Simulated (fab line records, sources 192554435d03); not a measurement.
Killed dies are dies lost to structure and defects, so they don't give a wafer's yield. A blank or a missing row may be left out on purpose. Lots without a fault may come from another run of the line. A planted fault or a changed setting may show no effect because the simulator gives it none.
Chamber matching | flow n5_finfet | N5_BEOL_M2_STRIP_66 on rie_diel-01: 4 sister chambers
The step strips in CF4. 18 wafers are shown with their chamber, then 9 later ones without.

WAFERS WITH THEIR CHAMBER
wafer  | chamber | drypump_motor_current_A (A) | showerhead_plenum_p_Torr (Torr) | oes_product_au (a.u.)
L076.1 | 0       | 6.5                         | 1.82                            | 0.82
L076.2 | 1       | 5.7                         | 1.72                            | 0.72
L076.4 | 3       | 5.7                         | 1.85                            | 0.74
L078.2 | 3       | 5.7                         | 1.85                            | 0.74
L078.3 | 2       | 5.1                         | 1.93                            | 0.97
L078.5 | 3       | 5.7                         | 1.85                            | 0.73
L080.1 | 2       | 5.1                         | 1.93                            | 0.97
L080.2 | 1       | 5.8                         | 1.71                            | 0.72
L080.4 | 0       | 6.5                         | 1.82                            | 0.82
L083.1 | 1       | 5.7                         | 1.71                            | 0.71
L083.2 | 0       | 6.5                         | 1.82                            | 0.81
L083.5 | 2       | 5.0                         | 1.93                            | 0.95
L089.3 | 3       | 5.7                         | 1.84                            | 0.71
L089.4 | 2       | 5.1                         | 1.92                            | 0.90
L089.6 | 0       | 6.5                         | 1.82                            | 0.78
L092.2 | 3       | 5.7                         | 1.84                            | 0.71
L092.4 | 0       | 6.5                         | 1.81                            | 0.78
L092.5 | 1       | 5.7                         | 1.71                            | 0.70

SIGNATURES (means of the wafers above)
reading                  | chamber 0 | chamber 1 | chamber 2 | chamber 3 | scatter within a chamber
drypump_motor_current_A  | 6.500     | 5.725     | 5.075     | 5.700     | 0.0327
showerhead_plenum_p_Torr | 1.8180    | 1.7125    | 1.9275    | 1.8460    | 0.005
oes_product_au           | 0.8020    | 0.7125    | 0.9475    | 0.7260    | 0.021
Rule: a wafer's distance from a chamber is the root of the sum, over the readings, of the square of ((its reading less the chamber's mean) divided by the reading's scatter). The wafer belongs to the nearest chamber; if the next one is less than 2 further off, it can't be placed. The scatter: the root of (the sum of the squares of (reading less its chamber's mean) over the shown wafers, divided by (wafers less chambers)).

WAFERS WITHOUT THEIR CHAMBER
wafer  | drypump_motor_current_A (A) | showerhead_plenum_p_Torr (Torr) | oes_product_au (a.u.)
L094.2 | 5.0                         | 1.92                            | 0.88
L094.4 | 5.7                         | 1.84                            | 0.70
L094.6 | 6.5                         | 1.81                            | 0.77
L097.1 | 6.5                         | 1.81                            | 0.77
L097.2 | 5.8                         | 1.70                            | 0.69
L097.3 | 5.0                         | 1.91                            | 0.87
L097.4 | 5.7                         | 1.84                            | 0.70
L097.5 | 6.5                         | 1.81                            | 0.77
L097.6 | 5.7                         | 1.84                            | 0.70

WHICH CHAMBER EACH WENT THROUGH
wafer  | from the rows above | in truth
L094.2 | 2                   | 2
L094.4 | 3                   | 3
L094.6 | 0                   | 0
L097.1 | 0                   | 0
L097.2 | 1                   | 1
L097.3 | 2                   | 2
L097.4 | 3                   | 3
L097.5 | 0                   | 0
L097.6 | 3                   | 3
Placed correctly: 9 of 9. Can't be placed from these rows: 0. Placed wrongly: 0.
